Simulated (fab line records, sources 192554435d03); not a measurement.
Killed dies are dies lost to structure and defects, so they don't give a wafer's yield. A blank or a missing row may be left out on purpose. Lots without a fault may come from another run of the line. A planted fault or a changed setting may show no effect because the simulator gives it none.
fab line records | flow n5_finfet
record lots=9 wafers=27 last_day=17
route steps=1938 shown FIN_SAQP@114 BEOL_M4@1111 PASSIVATION@1936
lots that met no fault: from a run of the same line without faults
start_h: hours from the record's first day to the start of the lot's first wafer shown | wait_h: hours since the lot's step before | " the same as in the row above | L1.1+2: a row that stands for several wafers | - no value, or no start given | * or withheld: withheld | < > ~ a bound
route shown NAME@n: a module of which the file shows steps, and the number in the route of the first | usual: mean/standard deviation of fault-free wafers | same: alike in all rows | chamber/n: place in a boat | sites: the reading at each site | _std_site: their standard deviation | _edge_site: outer sites' mean less inner sites' | radius_mm: how far each site lies from the wafer's centre | mask NAME#n: copy n | behind: the tool/chamber that last shaped the wafer | hold: why the lot was held/for how many hours/how that ended | device: the transistor (n, p or np) that didn't switch | end of line: the same wafers' tests at the end of the route | a step without rows: its recipe alone | killed: dies lost to structure and defects at the first sort, not the wafer's yield | map: a wafer's dies, x killed, . not, _ none there
set.NAME: the setting as run; set.NAME@STEP: as run at that earlier step | model.NAME: the simulator's own value behind a step, which no gauge read
steps of the route over a sample of lots; a table a step, a row a wafer
services: from which hour (start_h, from the record's first day; less than 0 if before it) a tool's chamber was out of use, for how many hours, and why
## steps
# step N5_FIN_SAQP_DESCUM_21
# recipe chemistry=O2 time_s=7.9 source_power_w=50 bias_power_w=20 pressure_mtorr=20 rf_frequency_hz=2.712e+07 temp_c=40 resist=CAR-ArF o2_flow_sccm=225
# usual drypump_motor_current_A=5.6/0.35 oes_product_au=0.77/0.077 rf_vpp_V=243.4/1.3 showerhead_plenum_p_Torr=2.10/0.057 throttle_valve_pct=20.43/0.29
# columns lot.wafer tool chamber start_h wait_h drypump_motor_current_A oes_product_au rf_hours_counter_h rf_vpp_V showerhead_plenum_p_Torr throttle_valve_pct
L156.1 rie_diel-03 3 64.17 0.0 5.7 0.85 76 241.6 2.00 19.79
L156.4 " 2 " " 5.0 0.77 142 241.3 2.11 20.33
L156.6 " 2 " " 5.0 0.76 - 242.2 2.11 20.34
L165.2 rie_diel-01 1 118.02 0.0 5.7 0.72 180 243.7 2.09 20.14
L165.3 " 3 " " 5.6 0.70 193 243.0 2.09 20.69
L165.6 " 1 " " 5.8 0.72 - 242.9 2.09 20.13
L166.2 rie_diel-05 2 124.13 0.0 5.2 0.72 199 244.6 2.16 20.70
L166.3 " 1 " " 5.6 0.75 170 243.7 2.17 20.42
L166.6 " 0 " " 5.4 0.77 - 243.6 2.16 20.71
L167.2 rie_diel-05 1 130.03 0.3 5.6 0.76 172 244.1 2.17 20.42
L167.3 " 2 " " 5.2 0.72 201 246.9 2.16 20.72
L167.4 " 3 " " 6.5 0.67 236 241.3 1.99 20.56
L168.1 rie_diel-01 2 135.74 0.0 5.7 0.70 234 241.9 2.06 20.88
L168.2 " 1 " " 5.8 0.72 188 242.8 2.08 20.12
L168.5 " 2 " " 5.7 0.71 - 243.1 2.06 20.88
L169.1 rie_diel-01 1 141.26 0.0 5.8 0.71 190 242.6 2.08 20.14
L169.5 " 1 " " 5.7 0.71 - 244.3 2.08 20.14
L169.6 " 0 " " 5.9 0.96 - 242.9 2.06 20.31
L170.1 rie_diel-01 1 148.45 0.0 5.7 0.71 193 242.9 2.08 20.15
L170.3 " 0 " " 5.9 0.96 4 242.8 2.06 20.32
L170.4 " 2 " " 5.7 0.69 239 243.1 2.06 20.89
L171.1 rie_diel-05 1 153.77 0.0 5.6 0.74 181 244.6 2.16 20.43
L171.3 " 0 " " 5.4 0.76 179 244.0 2.16 20.76
L171.4 " 3 " " 6.5 0.66 - 239.6 1.98 20.57
L172.2 rie_diel-01 2 160.29 0.0 5.7 0.69 242 242.4 2.06 20.90
L172.4 " 1 " " 5.7 0.71 196 243.3 2.08 20.14
L172.5 " 3 " " 5.6 0.70 - 244.1 2.08 20.73
# step N5_FIN_SAQP_MANDREL_ETCH_22
# recipe target_depth_a=600 chemistry=HBr/Cl2 target=a-Si stop_on=SiNx bt_time_s=10 over_etch_frac=0.5 time_s=30 pressure_mtorr=10 icp_w=800 bias_w=75 HBr_flow_sccm=150 Cl2_flow_sccm=80 ends=end_point
# usual HBr_flow_sccm=150.0/0.47 bias_w=75.00/0.22 drypump_motor_current_A=5.8/0.51 oes_product_au=0.765/0.016 throttle_valve_pct=35.4/0.39
# same over_etch_frac=0.5
# columns lot.wafer tool chamber start_h wait_h HBr_flow_sccm bias_w drypump_motor_current_A oes_product_au rf_hours_counter_h throttle_valve_pct
L156.1 rie_si-05 2 64.45 0.0 150.1 75.01 5.4 0.748 7 34.9
L156.4 " 1 " " 150.5 75.34 6.0 0.793 83 35.3
L156.6 " 0 " " 150.4 74.99 5.8 0.776 - 35.2
L165.2 rie_si-04 0 118.30 0.0 149.7 74.59 5.2 0.747 15 35.4
L165.3 " 1 " " 149.6 74.97 5.1 0.777 11 36.2
L165.6 " 2 " " 150.1 74.87 6.1 0.748 - 36.0
L166.2 rie_si-03 2 124.42 0.0 148.9 74.75 5.2 0.770 39 35.3
L166.3 " 3 " " 150.0 74.89 5.2 0.784 22 35.5
L166.6 " 3 " " 149.9 74.99 5.3 0.785 - 35.5
L167.2 rie_si-05 2 130.31 0.0 149.6 74.85 5.4 0.749 8 34.8
L167.3 " 1 " " 150.1 74.77 6.0 0.782 84 35.3
L167.4 " 2 " " 149.2 74.86 5.4 0.756 - 34.8
L168.1 rie_si-03 2 136.02 0.0 150.2 75.23 5.2 0.780 39 35.3
L168.2 " 3 " " 150.6 74.86 5.2 0.787 22 35.5
L168.5 " 2 " " 150.1 75.36 5.2 0.794 - 35.3
L169.1 rie_si-04 0 141.54 0.0 151.4 75.41 5.2 0.740 15 35.4
L169.5 " 1 " " 149.8 75.19 5.1 0.777 - 36.2
L169.6 " 2 " " 150.1 75.13 6.1 0.757 - 36.0
L170.1 rie_si-05 2 148.74 0.0 149.9 75.18 5.4 0.753 9 34.8
L170.3 " 0 " " 149.6 74.90 5.8 0.773 26 35.2
L170.4 " 1 " " 149.9 74.65 6.1 0.790 84 35.3
L171.1 rie_si-05 3 154.06 0.0 149.4 75.03 6.7 0.748 22 35.7
L171.3 " 1 " " 150.5 74.87 6.0 0.779 84 35.3
L171.4 " 2 " " 149.6 74.97 5.3 0.753 9 34.8
L172.2 rie_si-05 3 160.57 0.0 149.8 74.98 6.7 0.752 22 35.8
L172.4 " 2 " " 150.4 74.61 5.4 0.755 9 34.8
L172.5 " 3 " " 150.3 74.90 6.7 0.772 - 35.7
# step N5_FIN_SAQP_ETCH_65
# recipe chemistry=CF4 target=SiO2 target_depth_a=40 ion_energy_ev=350 time_s=4.4 pressure_mtorr=10 icp_w=800 bias_w=400 cf4_flow_sccm=80
# usual bias_w=400.0/1.3 cf4_flow_sccm=80.01/0.25 drypump_motor_current_A=5.5/0.41 oes_product_au=0.992/0.026 throttle_valve_pct=21.79/0.21
# columns lot.wafer tool chamber start_h wait_h bias_w cf4_flow_sccm drypump_motor_current_A oes_product_au rf_hours_counter_h throttle_valve_pct
L156.1 rie_si-03 1 66.41 0.1 400.9 80.27 5.2 1.002 66 21.65
L156.4 " 0 " " 397.9 80.20 5.6 1.002 30 21.82
L156.6 " 1 " " 399.8 79.83 5.2 1.002 - 21.62
L165.2 rie_si-03 0 120.62 0.1 - - - - - -
L165.3 " 2 " " - - - - - -
L165.6 " 1 " " - - - - - -
L166.2 rie_si-03 0 126.56 0.1 - - - - - -
L166.3 " 3 " " - - - - - -
L166.6 " 2 " " - - - - - -
L167.2 rie_si-04 3 132.82 0.1 - - - - - -
L167.3 " 2 " " - - - - - -
L167.4 " 1 " " - - - - - -
L168.1 rie_si-04 2 139.89 0.1 399.8 80.08 6.1 0.981 92 21.96
L168.2 " 1 " " 401.3 79.98 5.1 0.997 11 22.17
L168.5 " 0 " " 401.5 79.69 5.2 0.964 - 21.97
L169.1 rie_si-03 0 143.42 0.1 400.5 79.54 5.6 1.011 31 21.84
L169.5 " 1 " " 401.5 80.14 5.3 1.017 - 21.63
L169.6 " 0 " " 400.1 80.05 5.6 1.011 - 21.82
L170.1 rie_si-03 1 150.70 0.1 401.5 79.77 5.2 1.008 68 21.64
L170.3 " 3 " " 400.9 79.84 5.3 0.995 23 21.87
L170.4 " 2 " " 398.3 79.67 5.2 1.010 39 21.69
L171.1 rie_si-05 2 156.17 0.1 399.1 79.69 5.3 0.963 9 21.52
L171.3 " 0 " " 400.9 80.12 5.8 1.023 26 21.64
L171.4 " 1 " " 399.5 80.08 6.0 1.032 84 21.76
L172.2 rie_si-03 3 163.02 0.1 400.0 80.09 5.2 0.997 23 21.86
L172.4 " 1 " " 401.1 80.36 5.2 1.003 - 21.64
L172.5 " 3 " " 398.0 80.04 5.3 1.005 - 21.86
# step N5_FIN_SAQP_MANDREL_ETCH_58
# recipe chemistry=HBr/Cl2 target=a-Si target_depth_a=450 bt_time_s=10 stop_on=SiNx mask_material=SiO2 over_etch_frac=0.8 time_s=27 pressure_mtorr=10 icp_w=800 bias_w=75 HBr_flow_sccm=150 Cl2_flow_sccm=80 ends=end_point
# usual HBr_flow_sccm=150.0/0.47 bias_w=75.02/0.24 drypump_motor_current_A=5.5/0.4 oes_product_au=0.694/0.015 throttle_valve_pct=35.6/0.39
# same over_etch_frac=0.8
# columns lot.wafer tool chamber start_h wait_h HBr_flow_sccm bias_w drypump_motor_current_A oes_product_au rf_hours_counter_h throttle_valve_pct
L156.1 rie_si-03 1 66.45 0.0 149.9 75.21 5.3 0.704 66 35.4
L156.4 " 0 " " 150.1 74.94 5.7 0.724 30 35.5
L156.6 " 1 " " 149.8 75.23 5.2 0.692 - 35.4
L165.2 rie_si-03 0 120.65 0.0 150.2 74.93 5.6 0.718 31 35.6
L165.3 " 2 " " 150.0 74.98 5.2 0.701 39 35.6
L165.6 " 1 " " 150.5 75.07 5.2 0.697 - 35.3
L166.2 rie_si-03 0 126.60 0.0 150.3 75.14 5.7 0.713 31 35.6
L166.3 " 3 " " 149.8 75.15 5.3 0.721 22 35.7
L166.6 " 2 " " 150.4 75.03 5.2 0.708 - 35.6
L167.2 rie_si-04 3 132.85 0.0 149.5 75.29 5.7 0.679 47 35.1
L167.3 " 2 " " 149.6 75.06 6.1 0.682 92 36.2
L167.4 " 1 " " 149.4 75.34 5.1 0.708 11 36.4
L168.1 rie_si-04 2 139.92 0.0 150.0 75.28 6.1 0.678 92 36.2
L168.2 " 1 " " 149.7 75.19 5.1 0.696 11 36.4
L168.5 " 0 " " 150.0 75.00 5.2 0.681 - 35.6
L169.1 rie_si-03 0 143.46 0.0 150.0 74.55 5.6 0.720 31 35.5
L169.5 " 1 " " 149.6 74.87 5.3 0.704 - 35.3
L169.6 " 0 " " 150.5 75.06 5.7 0.719 - 35.5
L170.1 rie_si-03 1 150.73 0.0 150.4 74.79 5.2 0.677 68 35.4
L170.3 " 3 " " 150.5 75.42 5.3 0.699 23 35.7
L170.4 " 2 " " 150.1 74.96 5.2 0.699 39 35.6
L171.1 rie_si-05 2 156.20 0.0 150.7 75.27 5.3 0.679 9 35.1
L171.3 " 0 " " 149.1 75.59 5.8 0.678 26 35.5
L171.4 " 1 " " 149.8 75.14 6.0 0.714 84 35.5
L172.2 rie_si-03 3 163.05 0.0 150.4 74.86 5.3 0.699 23 35.7
L172.4 " 1 " " 149.5 75.13 5.2 0.684 - 35.4
L172.5 " 3 " " 150.5 75.10 5.3 0.710 - 35.7
# step N5_BEOL_M4_RC_MEAS_101
# usual DIBL_N=36.9/1.6 DIBL_P=37.1/2 IOFF_N=0.17/0.032 IOFF_P=0.22/0.036 ION_N=674/12 ION_P=463/7.8 SS_N=71.7/0.63 SS_P=73.5/0.62 VT_N=249/3.3 VT_P=-250/3.5
# columns lot.wafer tool chamber start_h wait_h DIBL_N[mV/V] DIBL_P[mV/V] IOFF_N[nA/um] IOFF_P[nA/um] ION_N[uA/um] ION_P[uA/um] SS_N[mV/dec] SS_P[mV/dec] VT_N[mV] VT_P[mV]
L156.1 prober-01 0 220.95 0.0 38.6 38.0 0.19 0.27 674 464 72.3 73.7 248 -247
L156.4 " 0 " " 37.5 36.6 0.17 0.22 670 459 71.8 74.0 249 -250
L156.6 " 0 " " 37.1 36.7 0.18 0.23 677 463 72.2 73.6 248 -246
L168.1 prober-01 0 280.97 0.1 36.1 33.3 0.14 0.20 668 458 70.9 72.6 251 -249
L168.2 " 0 " " 41.5 40.4 0.26 0.34 700 481 71.9 74.8 243 -241
L168.5 " 0 " " 36.2 33.7 0.14 0.20 674 465 71.4 72.5 251 -247
L169.1 prober-02 0 298.40 0.0 38.9 36.3 0.19 0.25 672 465 73.1 74.1 250 -247
L169.5 " 0 " " 36.9 34.8 0.15 0.23 674 463 71.7 74.1 251 -249
L169.6 " 0 " " 35.1 33.3 0.13 0.20 666 462 71.1 73.0 253 -250
L170.1 prober-01 0 300.02 0.0 36.6 38.6 0.18 0.22 679 459 72.4 73.8 250 -249
L170.3 " 0 " " 37.0 40.2 0.19 0.25 675 459 72.4 74.0 248 -252
L170.4 " 0 " " 37.5 40.7 0.20 0.27 683 468 72.8 74.1 246 -247
L171.1 prober-01 0 302.13 0.0 36.7 34.9 0.18 0.25 682 472 71.2 73.7 246 -246
L171.3 " 0 " " 35.1 32.2 0.14 0.20 667 464 71.7 72.9 253 -249
L171.4 " 0 " " 38.2 36.6 0.19 0.27 673 466 72.0 73.8 248 -245
L172.2 prober-01 0 310.08 0.2 36.4 37.4 0.16 0.24 676 469 71.2 73.3 247 -245
L172.4 " 0 " " 37.4 38.7 0.17 0.25 677 467 70.5 73.9 249 -247
L172.5 " 0 " " 34.4 35.7 0.12 0.21 664 467 71.0 72.7 255 -249
# step N5_PASSIVATION_PROBE_49
# usual defect_limited_yield=90.9/1.6 killed_at_M0_to_M3=34/11 killed_at_M4_up=14/5.7 killed_at_contacts=13/6.5 killed_at_front_end=43/11 killed_at_other=4/3.1 killed_dies=107/19 killed_on_rim=14/3.9 killed_open=71/14 killed_short=35/7.9 sort_bin_5_function=5.3/1.1 sort_bin_6_memory=3.4/0.74 sort_bin_8_speed=0.00/0.014 sort_n_pass=1073/19
# same gross_dies=1180 killed_at_back_side=0 sort_bin_4_leakage[%]=0
# columns lot.wafer tool chamber start_h wait_h defect_limited_yield[%] killed_at_M0_to_M3 killed_at_M4_up killed_at_contacts killed_at_front_end killed_at_other killed_dies killed_on_rim killed_open killed_short sort_bin_5_function[%] sort_bin_6_memory[%] sort_bin_8_speed[%] sort_n_pass
L167.2 prober-02 - 370.57 0.1 0 51 15 10 1096 8 1180 152 73 40 96.6 3.0 0 0
L167.3 prober-02 - 370.62 0.1 0 39 5 7 1129 0 1180 152 42 30 97.7 2.2 0 0
L167.4 prober-02 - 370.67 0.2 0 40 8 13 1117 2 1180 152 78 44 95.8 3.8 0 0
L166.2 prober-01 - 374.82 0.1 0 10 9 10 1149 2 1180 152 54 25 97.1 2.7 0 0
L166.3 prober-01 - 374.87 0.1 0 22 9 20 1119 10 1180 152 84 29 95.3 4.6 0 0
L166.6 prober-01 - 375.02 0.3 0 22 19 9 1122 8 1180 152 74 29 96.5 3.2 0 0
L168.1 prober-02 - 375.33 0.0 90.9 53 14 4 34 2 107 9 78 29 4.3 4.3 0 1073
L168.2 prober-02 - 375.38 0.1 90.3 52 14 10 38 1 115 19 70 40 6.6 2.5 0 1065
L168.5 prober-02 - 375.53 0.2 92.7 31 12 10 29 4 86 13 52 28 3.6 3.1 0 1094
L165.2 prober-02 - 380.29 0.8 0 30 13 8 1127 2 1180 152 89 31 96.1 3.8 0 0
L165.3 prober-02 - 380.34 0.9 0 31 18 9 1112 10 1180 152 81 49 95.3 4.4 0 0
L165.6 prober-02 - 380.49 1.0 0 26 14 5 1135 0 1180 152 79 32 96.5 3.1 0 0
L169.1 prober-01 - 392.62 0.0 91.9 41 11 8 35 1 96 10 59 37 4.7 3.3 0 1084
L169.5 prober-01 - 392.82 0.2 89.2 39 17 8 63 0 127 10 83 43 5.6 4.7 0 1053
L169.6 prober-01 - 392.87 0.3 89.2 34 29 15 45 5 128 15 80 48 6.5 4.1 0 1052
L170.1 prober-01 - 407.05 0.0 91.6 26 13 8 41 11 99 13 58 34 5.4 2.5 0 1081
L170.3 prober-01 - 407.15 0.1 92.1 37 10 15 23 8 93 14 58 33 4.1 3.3 0 1087
L170.4 prober-01 - 407.20 0.2 91.9 30 9 5 46 5 95 5 66 28 5.1 2.7 0 1085
L171.1 prober-02 - 407.37 0.0 90.7 27 17 19 44 3 110 13 75 34 5.7 3.3 0 1070
L171.3 prober-02 - 407.47 0.1 89.6 33 18 19 46 7 123 19 84 36 5.9 4.0 0 1057
L171.4 prober-02 - 407.52 0.2 90.6 30 11 14 53 3 111 18 73 35 6.1 3.1 0 1069
# killed by level:class
L167.2 FIN_SAQP:area_etch=1066 BEOL_M0_SAQP:geometric_particle:short=13 STI_FIN_REVEAL:geometric_particle:open=10 BEOL_M1:geometric_particle:open=10 BEOL_M3:geometric_particle:open=9 MOL_CONTACT_COAG:geometric_particle:open=8 BEOL_M0:geometric_particle:open=6 BEOL_M4:geometric_particle:open=6
L167.3 FIN_SAQP:area_etch=1108 BEOL_M0_SAQP:geometric_particle:short=18 STI_FIN_REVEAL:geometric_particle:open=10 MOL_CONTACT_COAG:geometric_particle:open=6 BEOL_M0_SAQP:geometric_particle:open=6 BEOL_M1:geometric_particle:open=5 BEOL_M0:geometric_particle:open=3 BEOL_M1:geometric_particle:short=3
L167.4 FIN_SAQP:area_etch=1053 STI_FIN_REVEAL:geometric_particle:open=25 BEOL_M0_SAQP:geometric_particle:short=16 BEOL_M0_SAQP:geometric_particle:open=14 MOL_CONTACT_COAG:geometric_particle:open=7 MOL_CONTACT_COAG:geometric_particle:short=6 FIN_SAQP:geometric_particle:open=5 STI_FIN_REVEAL:geometric_particle:short=5
L166.2 FIN_SAQP:area_etch=1100 STI_FIN_REVEAL:geometric_particle:open=10 MOL_CONTACT_COAG:geometric_particle:open=9 FIN_SAQP:geometric_particle:short=6 GATE_CUT:geometric_particle:open=6 BEOL_M4:geometric_particle:open=6 STARTING-WAFER:geometric_particle:open=5 ILD0:geometric_particle:open=4
L166.3 FIN_SAQP:area_etch=1067 MOL_CONTACT_COAG:geometric_particle:open=16 STI_FIN_REVEAL:geometric_particle:open=13 FIN_SAQP:geometric_particle:open=12 FIN_SAQP:geometric_particle:short=10 BEOL_M3:geometric_particle:open=8 DUMMY_GATE:geometric_particle:open=6 BEOL_M2:geometric_particle:open=5
L166.6 FIN_SAQP:area_etch=1077 BEOL_M4:geometric_particle:open=10 FIN_SAQP:geometric_particle:short=9 STI_FIN_REVEAL:geometric_particle:open=8 MOL_CONTACT_COAG:geometric_particle:open=8 BEOL_M3:geometric_particle:open=8 BEOL_M0:geometric_particle:open=5 FIN_SAQP:geometric_particle:open=4
L168.1 FIN_SAQP:geometric_particle:open=13 BEOL_M0_SAQP:geometric_particle:open=13 BEOL_M1:geometric_particle:open=12 BEOL_M0_SAQP:geometric_particle:short=8 BEOL_M3:geometric_particle:open=8 STI_FIN_REVEAL:geometric_particle:open=5 BEOL_M0:geometric_particle:open=4 DUMMY_GATE:geometric_particle:open=3
L168.2 BEOL_M3:geometric_particle:open=11 BEOL_M1:geometric_particle:open=10 MOL_CONTACT_COAG:geometric_particle:open=9 BEOL_M0_SAQP:geometric_particle:short=8 GATE_CUT:geometric_particle:short=7 BEOL_M0_SAQP:geometric_particle:open=6 BEOL_M4:geometric_particle:open=5 BEOL_M6:geometric_particle:open=5
L168.5 BEOL_M0_SAQP:geometric_particle:short=9 MOL_CONTACT_COAG:geometric_particle:open=8 BEOL_M0_SAQP:geometric_particle:open=7 STI_FIN_REVEAL:geometric_particle:open=5 HKMG_FIN:area_etch=5 DUMMY_GATE:geometric_particle:open=4 GATE_CUT:geometric_particle:short=4 BEOL_M1:geometric_particle:open=4
L165.2 FIN_SAQP:area_etch=1060 FIN_SAQP:geometric_particle:open=26 STI_FIN_REVEAL:geometric_particle:open=15 FIN_SAQP:geometric_particle:short=11 MOL_CONTACT_COAG:geometric_particle:open=8 BEOL_M0_SAQP:geometric_particle:short=8 BEOL_M0_SAQP:geometric_particle:open=7 BEOL_M2:geometric_particle:open=7
L165.3 FIN_SAQP:area_etch=1048 FIN_SAQP:geometric_particle:short=17 STI_FIN_REVEAL:geometric_particle:open=12 BEOL_M2:geometric_particle:open=11 BEOL_M0_SAQP:geometric_particle:open=10 FIN_SAQP:geometric_particle:open=8 BEOL_M4:geometric_particle:open=8 DUMMY_GATE:geometric_particle:open=7
L165.6 FIN_SAQP:area_etch=1068 STI_FIN_REVEAL:geometric_particle:open=19 FIN_SAQP:geometric_particle:short=11 BEOL_M2:geometric_particle:open=10 FIN_SAQP:geometric_particle:open=9 DUMMY_GATE:geometric_particle:open=8 BEOL_M0_SAQP:geometric_particle:open=7 BEOL_M0_SAQP:geometric_particle:short=6
L169.1 BEOL_M0_SAQP:geometric_particle:open=9 BEOL_M0_SAQP:geometric_particle:short=8 FIN_SAQP:geometric_particle:open=7 MOL_CONTACT_COAG:geometric_particle:open=7 FIN_SAQP:geometric_particle:short=6 BEOL_M0:geometric_particle:short=5 BEOL_M4:geometric_particle:open=5 ILD0:geometric_particle:open=4
L169.5 FIN_SAQP:geometric_particle:open=18 FIN_SAQP:geometric_particle:short=16 ILD0:geometric_particle:open=9 BEOL_M2:geometric_particle:open=8 BEOL_M0:geometric_particle:open=7 BEOL_M4:geometric_particle:open=6 MOL_CONTACT_COAG:geometric_particle:open=6 BEOL_M0_SAQP:geometric_particle:short=6
L169.6 FIN_SAQP:geometric_particle:open=15 BEOL_M4:geometric_particle:open=12 MOL_CONTACT_COAG:geometric_particle:open=11 BEOL_M0_SAQP:geometric_particle:open=9 FIN_SAQP:geometric_particle:short=8 BEOL_M0_SAQP:geometric_particle:short=8 BEOL_M2:geometric_particle:open=6 MOL_CONTACT_COAG:geometric_particle:short=4
L170.1 STI_FIN_REVEAL:geometric_particle:open=9 BEOL_M0_SAQP:geometric_particle:open=8 FIN_SAQP:geometric_particle:open=7 MOL_CONTACT_COAG:geometric_particle:open=7 FIN_SAQP:geometric_particle:short=6 DUMMY_GATE:geometric_particle:open=5 BEOL_M0_SAQP:geometric_particle:short=5 BEOL_M0:geometric_particle:short=5
L170.3 BEOL_M0_SAQP:geometric_particle:short=14 MOL_CONTACT_COAG:geometric_particle:open=13 BEOL_M0_SAQP:geometric_particle:open=11 BEOL_M10:geometric_particle:open=5 MIM_TOP_ETCH:geometric_particle:open=5 STI_FIN_REVEAL:geometric_particle:open=4 GATE_CUT:geometric_particle:open=4 BEOL_M1:geometric_particle:short=4
L170.4 FIN_SAQP:geometric_particle:short=11 FIN_SAQP:geometric_particle:open=10 BEOL_M0_SAQP:geometric_particle:open=7 STI_FIN_REVEAL:geometric_particle:open=6 BEOL_M1:geometric_particle:open=6 BEOL_M3:geometric_particle:open=5 GATE_CUT:geometric_particle:open=4 GATE_CUT:geometric_particle:short=4
L171.1 MOL_CONTACT_COAG:geometric_particle:open=18 STI_FIN_REVEAL:geometric_particle:open=12 BEOL_M4:geometric_particle:open=11 FIN_SAQP:geometric_particle:open=9 FIN_SAQP:geometric_particle:short=9 STARTING-WAFER:geometric_particle:short=7 BEOL_M0_SAQP:geometric_particle:short=6 BEOL_M2:geometric_particle:open=5
L171.3 MOL_CONTACT_COAG:geometric_particle:open=17 FIN_SAQP:geometric_particle:open=15 FIN_SAQP:geometric_particle:short=11 BEOL_M1:geometric_particle:open=9 BEOL_M4:geometric_particle:open=7 BEOL_M0_SAQP:geometric_particle:short=5 BEOL_M1:geometric_particle:short=5 STARTING-WAFER:geometric_particle:open=5
L171.4 FIN_SAQP:geometric_particle:open=15 MOL_CONTACT_COAG:geometric_particle:open=11 BEOL_M0_SAQP:geometric_particle:short=9 STI_FIN_REVEAL:geometric_particle:open=9 FIN_SAQP:geometric_particle:short=8 DUMMY_GATE:geometric_particle:open=6 BEOL_M0:geometric_particle:open=5 BEOL_M2:geometric_particle:open=5
## services
# columns tool chamber start_h hours kind
rie_diel-01 - 64.71 1.3 repair
rie_si-04 3 91.36 4.4 repair
rie_diel-03 - 93.58 15.6 pm
rie_diel-01 0 120.89 - clean
rie_diel-01 0 120.89 - consumable_replace:focus_ring
rie_diel-01 0 120.89 14.7 scheduled_down
rie_diel-01 0 120.89 14.7 vent_cycle
rie_si-03 0 122.99 1.0 repair
rie_si-05 0 124.46 6.2 repair
rie_diel-03 - 128.92 2.1 repair
rie_diel-05 2 141.89 14.4 repair
rie_si-04 - 145.62 2.8 pm
rie_diel-05 0 157.23 1.9 repair
rie_si-03 2 158.48 21.8 repair
rie_diel-03 1 159.93 2.5 repair
rie_diel-05 - 161.75 14.6 pm
## key
first_sign step=N5_FIN_SAQP_ETCH_65 reading=tool_record direction=missing
effect step=N5_PASSIVATION_PROBE_49 reading=killed_at_front_end direction=up sigmas=97 usual=43 struck=1123
more_kills_born_at N5_FIN_SAQP_ETCH_65@rie_si-03=6420 N5_FIN_SAQP_ETCH_65@rie_si-04=3227
met_at N5_FIN_SAQP_ETCH_65
struck_lots L165,L166,L167
later_rows_left_out L165.2,L165.3,L165.6,L166.2,L166.3,L166.6,L167.2,L167.3,L167.4
not_acting_at N5_FIN_SAQP_DESCUM_21,N5_FIN_SAQP_MANDREL_ETCH_22,N5_FIN_SAQP_MANDREL_ETCH_58
onset_between 66.41 120.62
fault kind=skipped_step_whole tool=rie_si-03,rie_si-04 chamber=- onset_h=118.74 steps=N5_FIN_SAQP_ETCH_65 scope=struck_lots_only
# later_rows_left_out: the simulator's readings of these wafers behind a module that went badly wrong aren't trusted and aren't shown, but for the sort
